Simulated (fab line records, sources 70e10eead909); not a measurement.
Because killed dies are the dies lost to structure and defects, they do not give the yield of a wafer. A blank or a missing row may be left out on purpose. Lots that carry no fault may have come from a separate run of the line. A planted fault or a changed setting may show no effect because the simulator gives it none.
What tool caused it?	flow nandHarc	24 lots, 72 wafers sampled, at 4 steps of a route of 1302

## WHAT EACH GAUGE READ, for each wafer
NHARC_A_SGD_CUT_OVL_MEAS_10.
lot	measured	on	overlayXNm (nm)	overlayYNm (nm)
L075	day 19 13:32	overlay-02	1.6 1.3 1.5	0.4 0.4 1.4
L074	day 19 19:10	overlay-02	1.1 1.8 1.7	-0.8 -0.9 -1.1
L077	day 20 00:47	overlay-02	0.4 0.8 1.1	0.7 0.7 0.1
L076	day 20 00:58	overlay-02	0.3 0.9 0.2	-0.3 -0.3 -0.4
L078	day 20 21:49	overlay-01	-0.6 0.3 0.2	0.9 1.2 1.2
L080	day 21 23:18	overlay-02	0.4 0.7 0.7	-0.9 -0.8 -0.6
L079	day 22 01:16	overlay-02	0.8 1.1 0.8	-0.6 -0.2 -1.0
L081	day 22 07:37	overlay-02	-0.4 -0.7 -0.8	0.9 0.7 1.0
L083	day 23 05:45	overlay-01	-0.6 -0.8 -1.1	0.5 0.8 0.7
L082	day 23 06:15	overlay-01	0.0 -0.1 0.0	-0.7 -0.7 -0.9
L085	day 23 19:58	overlay-01	-0.2 -0.5 -0.4	1.2 1.5 0.7
L084	day 23 20:11	overlay-01	0.2 0.6 0.4	-0.6 0.0 -0.4
L086	day 24 00:05	overlay-02	0.2 0.2 0.0	-0.3 -0.2 -0.2
L087	day 24 00:19	overlay-01	0.4 0.1 0.5	0.3 0.0 0.0
L088	day 25 05:00	overlay-02	-0.1 -0.9 -0.4	-1.4 -0.8 -0.7
L089	day 25 05:13	overlay-01	-0.7 -1.0 -1.0	-1.1 -0.8 -1.2
L090	day 26 12:51	overlay-01	-1.6 -1.8 -1.1	0.2 -0.5 -0.2
L091	day 26 13:09	overlay-02	-0.9 -0.3 -0.7	0.4 0.2 0.1
L094	day 27 08:20	overlay-02	0.2 -0.4 0.0	0.3 0.5 0.6
L092	day 27 08:34	overlay-01	0.8 0.4 0.8	0.4 0.3 0.2
L093	day 27 08:35	overlay-02	0.1 0.5 0.5	0.4 0.2 0.5
L096	day 28 08:43	overlay-01	0.3 0.2 0.2	-0.3 -0.6 -0.7
L095	day 28 08:44	overlay-02	0.1 0.4 0.1	0.3 -0.6 -0.1
L097	day 28 16:30	overlay-02	-0.7 -0.3 -0.9	0.4 0.7 0.1

NHARC_A_SLIT_INSPECT_11.
lot	measured	on	rawDefectCount
L075	day 20 05:20	defectInspect-02	115 104 126
L074	day 20 08:59	defectInspect-01	21 26 34
L077	day 20 17:27	defectInspect-02	25 25 30
L076	day 20 14:31	defectInspect-01	60 58 66
L078	day 21 12:26	defectInspect-01	116 119 109
L080	day 22 11:40	defectInspect-02	28 17 22
L079	day 22 11:02	defectInspect-01	126 112 119
L081	day 23 00:16	defectInspect-01	63 55 69
L083	day 23 17:17	defectInspect-01	58 74 83
L082	day 23 17:27	defectInspect-01	61 86 72
L085	day 24 07:34	defectInspect-01	43 34 36
L084	day 24 07:43	defectInspect-02	51 48 56
L086	day 24 22:31	defectInspect-02	37 41 43
L087	day 24 19:13	defectInspect-01	21 17 20
L088	day 25 18:41	defectInspect-01	23 19 29
L089	day 25 19:28	defectInspect-02	52 48 47
L090	day 27 01:55	defectInspect-01	89 92 94
L091	day 27 01:22	defectInspect-01	32 28 34
L094	day 27 22:14	defectInspect-02	63 58 75
L092	day 27 20:11	defectInspect-01	20 28 19
L093	day 27 23:05	defectInspect-02	28 28 26
L096	day 29 00:33	defectInspect-01	78 75 73
L095	day 29 01:59	defectInspect-01	9 19 11
L097	day 29 09:32	defectInspect-02	46 49 72

## EACH LOT AND THE TOOL THAT RAN IT (in order: tool; ch and the chambers of the sampled wafers; start)
lot	NHARC_A_SGD_CUT_ETCH_59	NHARC_A_SGD_CUT_CMP_21
L075	rieDiel-07 ch 1,2,3, day 19 19:45 or earlier	cmp-04 ch 0,1,2, day 19 19:45
L074	rieDiel-01 ch 0,2,3, day 20 01:05 or earlier	cmp-01 ch 2,3, day 20 01:05
L077	rieDiel-07 ch 0,3, day 20 06:49 or earlier	cmp-03 ch 0,1,3, day 20 06:49
L076	rieDiel-01 ch 1,2,3, day 20 06:49 or earlier	cmp-01 ch 0,1,2, day 20 06:49
L078	rieDiel-01 ch 0,1,2, day 21 04:10 or earlier	cmp-04 ch 2,3, day 21 04:10
L080	rieDiel-05 ch 0,1,2, day 22 05:29 or earlier	cmp-03 ch 0,2,3, day 22 05:29
L079	rieDiel-05 ch 0,1,3, day 22 05:22 or earlier	cmp-03 ch 1,2,3, day 22 05:22
L081	rieDiel-07 ch 0,1,3, day 22 18:43 or earlier	cmp-01 ch 2,3, day 22 18:43
L083	rieDiel-07 ch 0,1,3, day 23 11:35 or earlier	cmp-01 ch 1,2,3, day 23 11:35
L082	rieDiel-05 ch 0,1,3, day 23 11:35 or earlier	cmp-04 ch 0,1,3, day 23 11:35
L085	rieDiel-01 ch 1,2,3, day 24 01:50 or earlier	cmp-04 ch 0,1,2, day 24 01:50
L084	rieDiel-07 ch 0,1,3, day 24 01:50 or earlier	cmp-01 ch 2,3, day 24 01:50
L086	rieDiel-05 ch 0,1, day 24 06:50 or earlier	cmp-03 ch 1,2, day 24 06:50
L087	rieDiel-07 ch 0,1,3, day 24 06:50 or earlier	cmp-01 ch 1,2, day 24 06:50
L088	rieDiel-05 ch 0,3, day 25 11:12 or earlier	cmp-03 ch 1,3, day 25 11:12
L089	rieDiel-01 ch 0,1, day 25 11:11 or earlier	cmp-04 ch 0,3, day 25 11:11
L090	rieDiel-07 ch 0,1,2, day 26 19:32 or earlier	cmp-03 ch 1,2, day 26 19:32
L091	rieDiel-01 ch 0,1, day 26 19:31 or earlier	cmp-01 ch 1,2, day 26 19:31
L094	rieDiel-01 ch 0,2,3, day 27 14:20 or earlier	cmp-01 ch 0,2,3, day 27 14:20
L092	rieDiel-05 ch 0,1,3, day 27 14:18 or earlier	cmp-04 ch 0,1,2, day 27 14:18
L093	rieDiel-05 ch 0,3, day 27 14:19 or earlier	cmp-03 ch 0,2, day 27 14:19
L096	rieDiel-05 ch 0,1,2, day 28 14:50 or earlier	cmp-01 ch 0,1,3, day 28 14:50
L095	rieDiel-05 ch 0,1,2, day 28 14:49 or earlier	cmp-03 ch 0,1,3, day 28 14:49
L097	rieDiel-07 ch 0,3, day 28 22:08 or earlier	cmp-03 ch 0,2, day 28 22:08
- NHARC_A_SGD_CUT_ETCH_59: etches the open film in N2/H2, target depth 260 nm, time 406.25 s.
- NHARC_A_SGD_CUT_CMP_21: polishes, target thk 148.19 nm.

## AS READ BY THE TOOLS THEMSELVES (means over the sampled wafers that have a number; for cases with no such wafer, the mark the record gives instead)
NHARC_A_SGD_CUT_ETCH_59.
lot	tool	drypumpMotorCurrentA (A)	oesProductAu (a.u.)	rfVppV (V)	showerheadPlenumPTorr (Torr)	throttleValvePct (%)
L075	rieDiel-07	6.2	1.000	431.3	2.05	14.176
L074	rieDiel-01	5.5	0.987	429.8	2.03	14.179
L077	rieDiel-07	5.8	1.002	427.8	1.94	14.166
L076	rieDiel-01	5.7	0.986	429.3	2.01	14.173
L078	rieDiel-01	5.6	0.990	431.0	2.08	14.166
L080	rieDiel-05	5.4	0.988	428.9	1.97	14.171
L079	rieDiel-05	5.6	0.994	430.5	2.02	14.177
L081	rieDiel-07	5.9	1.009	430.2	2.01	14.184
L083	rieDiel-07	5.9	0.999	430.3	2.01	14.176
L082	rieDiel-05	5.5	0.998	429.7	2.02	14.169
L085	rieDiel-01	5.7	0.993	430.5	2.01	14.172
L084	rieDiel-07	5.9	1.010	430.1	2.01	14.169
L086	rieDiel-05	5.7	1.001	428.7	1.98	14.179
L087	rieDiel-07	5.9	1.011	430.1	2.01	14.174
L088	rieDiel-05	5.6	1.004	432.6	2.09	14.174
L089	rieDiel-01	5.2	0.982	432.4	2.08	14.170
L090	rieDiel-07	6.0	1.003	430.8	2.04	14.162
L091	rieDiel-01	5.2	1.003	432.2	2.08	14.168
L094	rieDiel-01	5.5	1.001	430.2	2.03	14.174
L092	rieDiel-05	5.5	0.992	430.0	2.02	14.173
L093	rieDiel-05	5.6	0.978	430.9	2.09	14.166
L096	rieDiel-05	5.4	0.990	429.2	1.97	14.165
L095	rieDiel-05	5.4	0.985	428.9	1.97	14.170
L097	rieDiel-07	5.9	1.011	427.4	1.94	14.169

NHARC_A_SGD_CUT_CMP_21.
lot	tool	motorCurrentA (A)	retainingRingPressureFrac	timeToEndpointS (s)
L075	cmp-04	12.5	1.000	49
L074	cmp-01	10.9	0.997	56
L077	cmp-03	12.6	0.995	53
L076	cmp-01	10.1	1.001	49
L078	cmp-04	11.7	1.001	49
L080	cmp-03	12.0	0.999	52
L079	cmp-03	12.2	1.000	49
L081	cmp-01	10.9	0.994	51
L083	cmp-01	10.5	1.002	52
L082	cmp-04	11.2	1.003	50
L085	cmp-04	12.3	0.999	50
L084	cmp-01	10.6	1.003	48
L086	cmp-03	12.2	0.994	50
L087	cmp-01	10.8	1.001	52
L088	cmp-03	12.7	1.001	52
L089	cmp-04	11.4	1.001	50
L090	cmp-03	12.0	1.000	50
L091	cmp-01	10.0	1.004	51
L094	cmp-01	10.5	1.001	54
L092	cmp-04	12.8	1.001	49
L093	cmp-03	11.9	0.998	52
L096	cmp-01	9.9	1.000	53
L095	cmp-03	12.3	1.001	50
L097	cmp-03	12.0	0.999	52

## THE ANSWER, worked out from the rows above alone
Rule: the usual values come from the lots themselves. Put in order of their means at a reading, lots are off if they are a third of the lots or fewer, leave a main group of 4 or more, and stand apart from it by a gap of 3 or more times the standard deviation of the main group's means; of several such gaps the widest counts. If all means in a main group match to the digits the tables above print for the reading, that group is not used. A lot without any number at a reading at which 4 lots or more have one is off too. All remaining lots with rows at the step are treated as sound. Order of review: gauges by route order, followed by the tools' own readings, for which a lot's mean as printed above is used. The first step at which some lot is off is used, and at that step the reading that is off furthest; a lot without a number counts as furthest.
No lot is off on any of the readings shown, so nothing can be concluded from this.

## WHAT THE SIMULATOR PUT IN
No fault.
